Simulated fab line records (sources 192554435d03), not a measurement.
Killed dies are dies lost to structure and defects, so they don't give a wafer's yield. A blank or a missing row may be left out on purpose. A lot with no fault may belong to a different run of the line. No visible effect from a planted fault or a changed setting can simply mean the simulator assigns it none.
The tool behind it: which one? ; flow n5Finfet ; 24 lots, 72 wafers sampled, at 5 steps of a route of 1938

## WHAT EACH GAUGE READ, for each wafer
N5_BEOL_M10_CD_MEAS_18: pitch 140 nm, target cd 70 nm. Usual: cdNm 70.1 nm, standard deviation 0.7.
lot;measured;on;cdNm (nm);flag
L074;day 9 20:25;cdSem-03;70.1 70.8 70.4;
L075;day 10 00:01;cdSem-01;70.4 70.3 69.2;
L076;day 10 04:25;cdSem-02;70.8 70.7 70.6;
L077;day 10 13:14;cdSem-03;70.8 70.2 70.9;
L078;day 10 13:47;cdSem-02;70.1 70.4 70.9;
L079;day 10 20:35;cdSem-01;70.1 68.8 68.8;
L080;day 11 04:43;cdSem-02;69.6 70.0 70.2;
L081;day 11 22:56;cdSem-02;70.1 68.9 70.1;
L082;day 12 08:32;cdSem-01;70.8 70.4 70.3;
L083;day 12 15:58;cdSem-01;69.8 70.2 71.0;
L084;day 13 01:09;cdSem-01;70.5 70.0 69.6;
L085;day 13 02:29;cdSem-03;69.8 69.6 70.6;
L086;day 13 05:05;cdSem-01;69.2 70.5 69.3;
L088;day 13 05:26;cdSem-02;70.8 69.6 70.7;
L087;day 13 16:24;cdSem-02;70.4 69.6 69.4;
L089;day 13 15:21;cdSem-02;70.5 71.6 71.0;
L090;day 13 18:28;cdSem-03;68.6 70.0 69.6;
L094;day 14 19:04;cdSem-02;70.2 69.8 69.5;
L091;day 14 22:19;cdSem-03;68.6 68.9 69.1;
L092;day 14 23:37;cdSem-03;70.7 69.3 70.1;
L093;day 15 00:31;cdSem-03;70.7 69.9 71.2;
L096;day 15 18:31;cdSem-03;71.1 71.3 70.7;
L095;day 15 19:15;cdSem-03;71.0 70.6 70.2;
L097;day 15 22:37;cdSem-03;70.8 69.9 71.8;

N5_BEOL_M10_CD_MEAS_28 targets a cd of 70 nm. Usual: cdNm 69.4 nm, standard deviation 0.84.
lot;measured;on;cdNm (nm);flag
L074;day 9 20:52;cdSem-03;70.4 69.4 70.0;
L075;day 10 01:08;cdSem-01;68.9 69.3 70.3;
L076;day 10 04:52;cdSem-02;70.5 69.9 69.3;
L077;day 10 13:43;cdSem-02;70.2 69.3 69.6;
L078;day 10 14:52;cdSem-01;68.8 69.6 70.5;
L079;day 10 20:52;cdSem-01;69.7 69.3 67.9;
L080;day 11 06:22;cdSem-03;70.7 68.8 68.9;
L081;day 11 23:21;cdSem-03;69.0 68.6 67.9;
L082;day 12 08:53;cdSem-01;68.8 69.0 69.2;
L083;day 12 18:25;cdSem-01;70.0 70.3 69.6;
L084;day 13 01:29;cdSem-02;68.3 68.5 69.6;
L085;day 13 03:53;cdSem-02;69.6 68.6 70.4;
L086;day 13 05:25;cdSem-01;68.7 69.7 69.8;
L088;day 13 08:32;cdSem-01;68.6 69.9 68.7;
L087;day 13 16:41;cdSem-01;67.1 68.5 67.4;
L089;day 13 15:42;cdSem-01;69.1 68.7 69.0;
L090;day 13 19:08;cdSem-03;69.1 70.6 70.7;
L094;day 14 19:29;cdSem-02;69.4 67.7 70.2;
L091;day 15 00:50;cdSem-03;69.4 68.4 68.9;
L092;day 15 00:40;cdSem-03;67.8 67.8 68.1;
L093;day 15 01:41;cdSem-02;69.5 71.1 69.5;
L096;day 15 19:40;cdSem-01;69.7 69.3 70.4;
L095;day 15 19:42;cdSem-03;70.5 70.4 71.2;
L097;day 15 23:09;cdSem-03;68.5 69.5 69.1;

N5_BEOL_M10_CD_MEAS_35 targets a cd of 70 nm. Usual: cdNm 70.2 nm, standard deviation 0.67.
lot;measured;on;cdNm (nm);flag
L074;day 9 21:56;cdSem-02;69.6 70.4 70.9;
L075;day 10 01:52;cdSem-03;69.9 70.7 69.9;
L076;day 10 05:37;cdSem-01;70.6 70.7 70.6;
L077;day 10 14:27;cdSem-03;70.7 70.2 70.6;
L078;day 10 15:36;cdSem-03;70.1 70.1 70.9;
L079;day 10 21:38;cdSem-01;70.5 69.1 69.0;
L080;day 11 07:23;cdSem-03;69.3 70.0 70.1;
L081;day 12 00:16;cdSem-02;70.3 68.4 69.8;
L082;day 12 09:48;cdSem-02;70.7 70.3 70.7;
L083;day 12 19:08;cdSem-03;69.7 70.3 70.7;
L084;day 13 02:15;cdSem-02;70.4 69.6 69.6;
L085;day 13 04:37;cdSem-03;69.3 69.9 69.7;
L086;day 13 06:09;cdSem-01;69.5 70.2 69.7;
L088;day 13 09:16;cdSem-03;70.5 69.5 70.6;
L087;day 13 17:29;cdSem-01;70.4 69.0 69.2;
L089;day 13 16:39;cdSem-01;70.6 71.9 71.3;
L090;day 13 20:34;cdSem-03;69.1 70.3 69.8;
L094;day 14 21:18;cdSem-03;70.6 69.3 69.8;
L091;day 15 02:29;cdSem-01;68.6 69.1 69.4;
L092;day 15 02:01;cdSem-02;70.7 70.1 70.0;
L093;day 15 03:37;cdSem-03;70.6 70.5 71.1;
L096;day 15 21:28;cdSem-03;70.9 71.1 70.8;
L095;day 15 21:43;cdSem-03;70.7 70.7 70.3;
L097;day 16 02:16;cdSem-02;70.3 70.0 71.1;

## WHICH TOOL RAN EACH LOT (tool, then ch and the chambers of the sampled wafers, then the start)
lot;N5_BEOL_M9_TRENCH_ETCH_37;N5_BEOL_M9_CURE_72
L074;rieDiel-06 ch 0,1,3, day 9 15:31 or earlier;uvCure-03 ch 1, day 9 15:31
L075;rieDiel-06 ch 1,3, day 9 19:14 or earlier;uvCure-01 ch 0, day 9 19:14
L076;rieDiel-06 ch 1,3, day 9 23:22 or earlier;uvCure-01 ch 2, day 9 23:22
L077;rieDiel-02 ch 1,2,3, day 10 05:35 or earlier;uvCure-01 ch 0, day 10 05:35
L078;rieDiel-02 ch 0,1,2, day 10 06:11 or earlier;uvCure-01 ch 2, day 10 06:11
L079;rieDiel-05 ch 2,3, day 10 14:11 or earlier;uvCure-01 ch 2, day 10 14:11
L080;rieDiel-02 ch 1,2,3, day 10 21:44 or earlier;uvCure-01 ch 1, day 10 21:44
L081;rieDiel-06 ch 0,1,3, day 11 17:33 or earlier;uvCure-03 ch 0, day 11 17:33
L082;rieDiel-05 ch 0,2,3, day 12 00:04 or earlier;uvCure-02 ch 2, day 12 00:04
L083;rieDiel-02 ch 1,2,3, day 12 11:10 or earlier;uvCure-01 ch 0, day 12 11:10
L084;rieDiel-05 ch 2,3, day 12 19:11 or earlier;uvCure-02 ch 1, day 12 19:11
L085;rieDiel-06 ch 0,2,3, day 12 19:32 or earlier;uvCure-02 ch 0, day 12 19:32
L086;rieDiel-05 ch 0,1,3, day 12 21:52 or earlier;uvCure-01 ch 0, day 12 21:52
L088;rieDiel-02 ch 2,3, day 12 23:58 or earlier;uvCure-03 ch 2, day 12 23:58
L087;rieDiel-05 ch 0,1,3, day 13 09:22 or earlier;uvCure-01 ch 2, day 13 09:22
L089;rieDiel-06 ch 0,1, day 13 09:35 or earlier;uvCure-02 ch 1, day 13 09:35
L090;rieDiel-02 ch 1,2,3, day 13 13:23 or earlier;uvCure-01 ch 0, day 13 13:23
L094;rieDiel-02 ch 0,1, day 14 13:58 or earlier;uvCure-02 ch 2, day 14 13:58
L091;rieDiel-05 ch 1,2,3, day 14 14:04 or earlier;uvCure-03 ch 1, day 14 14:04
L092;rieDiel-02 ch 1,2,3, day 14 17:29 or earlier;uvCure-03 ch 0, day 14 17:29
L093;rieDiel-02 ch 0,1, day 14 19:50 or earlier;uvCure-03 ch 1, day 14 19:50
L096;rieDiel-06 ch 1,2,3, day 15 12:04 or earlier;uvCure-02 ch 1, day 15 12:04
L095;rieDiel-05 ch 0,1,3, day 15 12:37 or earlier;uvCure-03 ch 2, day 15 12:37
L097;rieDiel-06 ch 1,2, day 15 14:10 or earlier;uvCure-03 ch 2, day 15 14:10
- N5_BEOL_M9_TRENCH_ETCH_37: etches SiCOH lowk in C4F6/O2, target depth 151.43 nm, time 49 s.
- N5_BEOL_M9_CURE_72: cures SiCOH lowk, time 120 s.

## AS READ BY THE TOOLS THEMSELVES (means over the sampled wafers that have a number; for cases with no such wafer, the mark the record gives instead)
N5_BEOL_M9_TRENCH_ETCH_37. Usual: O2_flow_sccm 10.003 sccm, standard deviation 0.029; drypumpMotorCurrentA 5.6 A, standard deviation 0.53; oes_o_777_au 0.78 a.u., standard deviation 0.088; oesProductAu 0.79 a.u., standard deviation 0.089; rfFwdPowerW 341.6 W, standard deviation 1.4; rfVppV 670 V, standard deviation 10; showerheadPlenumPTorr 2.91 Torr, standard deviation 0.1; throttleValvePct 20.95 %, standard deviation 0.25.
lot;tool;O2_flow_sccm (sccm);drypumpMotorCurrentA (A);oes_o_777_au (a.u.);oesProductAu (a.u.);rfFwdPowerW (W);rfVppV (V);showerheadPlenumPTorr (Torr);throttleValvePct (%);flag
L074;rieDiel-06;10.012;6.1;0.76;0.77;341.8;673;2.89;20.72;
L075;rieDiel-06;9.996;6.5;0.76;0.78;342.4;679;2.96;20.63;
L076;rieDiel-06;10.037;6.6;0.79;0.81;341.5;673;2.97;20.59;
L077;rieDiel-02;10.019;5.4;0.87;0.88;342.5;673;3.00;20.97;
L078;rieDiel-02;10.028;5.3;0.87;0.87;342.6;670;2.99;20.99;
L079;rieDiel-05;9.993;5.4;0.71;0.72;340.8;669;2.96;21.02;
L080;rieDiel-02;10.001;5.4;0.86;0.87;342.1;673;2.99;20.95;
L081;rieDiel-06;10.003;6.1;0.75;0.76;342.3;673;2.88;20.75;
L082;rieDiel-05;9.997;5.6;0.71;0.71;341.8;668;2.86;21.12;
L083;rieDiel-02;9.992;5.4;0.84;0.85;341.9;674;2.99;20.97;
L084;rieDiel-05;9.997;5.2;0.70;0.70;341.0;668;2.94;21.27;
L085;rieDiel-06;10.008;5.8;0.78;0.78;341.4;667;2.80;20.82;
L086;rieDiel-05;9.980;5.8;0.74;0.74;340.9;671;2.83;20.92;
L088;rieDiel-02;10.012;5.2;0.80;0.85;342.8;680;3.01;20.89;
L087;rieDiel-05;9.993;5.8;0.74;0.74;341.3;672;2.82;20.91;
L089;rieDiel-06;9.984;6.1;0.76;0.79;340.7;668;2.89;20.71;
L090;rieDiel-02;10.014;5.4;0.83;0.83;340.8;673;2.99;20.97;
L094;rieDiel-02;9.983;5.4;0.87;0.83;342.0;663;2.96;21.12;
L091;rieDiel-05;9.987;5.4;0.73;0.73;340.4;672;2.91;21.09;
L092;rieDiel-02;10.014;5.4;0.82;0.83;343.1;673;2.98;21.00;
L093;rieDiel-02;9.990;5.3;0.80;0.77;340.9;659;2.94;21.20;
L096;rieDiel-06;10.028;6.3;0.79;0.79;342.0;669;2.89;20.71;
L095;rieDiel-05;9.997;5.8;0.82;0.81;340.9;676;2.93;20.82;
L097;rieDiel-06;9.975;6.4;0.82;0.82;340.8;664;2.91;20.66;

N5_BEOL_M9_CURE_72. Usual: lampPowerPct 52.31 %, standard deviation 0.053; wafer_temp_C_max 372.2, standard deviation 0.57.
lot;tool;lampPowerPct (%);wafer_temp_C_max;flag
L074;uvCure-03;52.33;372.6;
L075;uvCure-01;52.32;372.7;
L076;uvCure-01;52.27;371.5;
L077;uvCure-01;52.29;372.7;
L078;uvCure-01;52.33;372.3;
L079;uvCure-01;52.25;371.4;
L080;uvCure-01;52.36;372.0;
L081;uvCure-03;52.27;373.5;
L082;uvCure-02;52.32;371.8;
L083;uvCure-01;52.28;372.4;
L084;uvCure-02;52.30;372.0;
L085;uvCure-02;52.34;371.5;
L086;uvCure-01;52.34;372.8;
L088;uvCure-03;52.32;372.0;
L087;uvCure-01;52.26;371.9;
L089;uvCure-02;52.34;371.9;
L090;uvCure-01;52.29;372.7;
L094;uvCure-02;52.37;371.7;
L091;uvCure-03;52.34;372.7;
L092;uvCure-03;52.25;372.3;
L093;uvCure-03;52.34;372.4;
L096;uvCure-02;52.34;371.8;
L095;uvCure-03;52.27;372.2;
L097;uvCure-03;52.28;372.0;

## THE ANSWER, worked out from the rows above alone
Rule: take the mean of a lot's wafers that have a number; if it is more than 3 standard deviations from the usual mean, the lot is off. A lot without any number at a reading at which 4 lots or more have one is off too. Where the step has rows for the other lots, those lots are counted as sound. After the gauges, taken in route order, come the tools' own readings; for these a lot's mean is taken, as printed above. At the first step where some lot is off, the reading lying furthest off is the one used; lots without a number count as furthest.
None of the lots is off at any reading shown; this tells nothing.

## WHAT THE SIMULATOR PUT IN
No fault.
